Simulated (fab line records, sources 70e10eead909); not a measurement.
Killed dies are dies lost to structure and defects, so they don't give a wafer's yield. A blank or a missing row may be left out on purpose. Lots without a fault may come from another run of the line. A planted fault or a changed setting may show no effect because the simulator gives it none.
One fault seen from 2 desks | flow nand_harc | each desk has only its own numbers; what lay behind them comes last

THE METROLOGY DESK
What the gauges read, lot by lot, whatever tool the lot ran on: means of the sampled wafers that have a number. A lot is out of limits, marked OUT, if its mean lies more than 4 standard deviations from the usual mean; the brackets give that distance.
Columns: A = thk_nm at NHARC_A_M0_THK_MEAS_24, usual 113.8 nm; B = cd_nm at NHARC_A_M1_CD_MEAS_09, usual 119.7 nm; C = cd_nm at NHARC_A_M1_CD_MEAS_16, usual 119.9 nm
lot  | first seen here | A     | B              | C
L927 | day 17 20:35    | 114.0 | 119.5          | 118.5
L928 | day 17 21:11    | 114.0 | 119.7          | 119.5
L929 | day 17 22:56    | 114.6 | 119.9          | 119.8
L925 | day 17 23:48    | 116.3 | 119.8          | 120.0
L930 | day 18 15:43    | 113.9 | 119.3          | 118.7
L926 | day 18 19:06    | 113.3 | 119.2          | 119.8
L931 | day 18 21:23    | 115.1 | 119.9          | 120.4
L932 | day 19 20:14    | 113.4 | 119.4          | 120.7
L934 | day 19 20:32    | 112.2 | 120.9          | 120.9
L933 | day 20 02:51    | 113.8 | 119.4          | 119.5
L936 | day 20 22:44    | 113.4 | 120.0          | 121.0
L938 | day 20 23:52    | 111.9 | 119.3          | 119.3
L943 | day 22 02:57    | 115.2 | 65.1 (-75) OUT | 65.2 (-50) OUT
L948 | day 23 09:17    | 112.6 | 91.7 (-38) OUT | 92.8 (-25) OUT
This desk's finding: out of limits on L943, L948; first on L943, day 22 04:29 (cd_nm at NHARC_A_M1_CD_MEAS_09). In limits: L927, L928, L929, L925, L930, L926, L931, L932, L934, L933, L936, L938.

THE TOOL OWNER'S DESK: litho_track-01
The tool's own readings at NHARC_A_M1_PEB_07 (peb time 65 s): means of the sampled wafers that have a number, for each lot that ran on this tool. A lot is out of limits, marked OUT, if its mean lies more than 4 standard deviations from the usual mean; the brackets give that distance.
Columns: A = exhaust_pa at NHARC_A_M1_PEB_07, usual 44.9 Pa; B = heater_power_total_W at NHARC_A_M1_PEB_07, usual 156.6 W
lot  | first seen here | A    | B
L928 | day 17 22:38    | 45.3 | 156.7
L929 | day 18 00:29    | 45.6 | 156.2
L936 | day 21 00:11    | 45.5 | 156.8
L943 | day 22 04:24    | 45.4 | 318.1 (+99 or more) OUT
L948 | day 23 10:44    | 44.1 | 236.2 (+99 or more) OUT
This desk's finding: out of limits on L943, L948; first on L943, day 22 04:24 (heater_power_total_W at NHARC_A_M1_PEB_07). In limits: L928, L929, L936.

PUT TOGETHER
The tool owner's desk could have raised an alarm at day 22 04:24, on L943, L948.
The metrology desk could have raised an alarm at day 22 04:29, on L943, L948.
Of the lots named, all ran NHARC_A_M1_PEB_07 on litho_track-01.

WHAT THE SIMULATOR HAD PUT IN
Process parameter drift: litho_track-01, from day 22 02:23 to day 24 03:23, at NHARC_A_M1_PEB_07. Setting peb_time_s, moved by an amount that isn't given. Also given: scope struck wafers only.
Lots struck among those shown: L943, L948.
Hours from the fault's start to each desk's first reading out of limits: the tool owner's desk, 2; the metrology desk, 2.
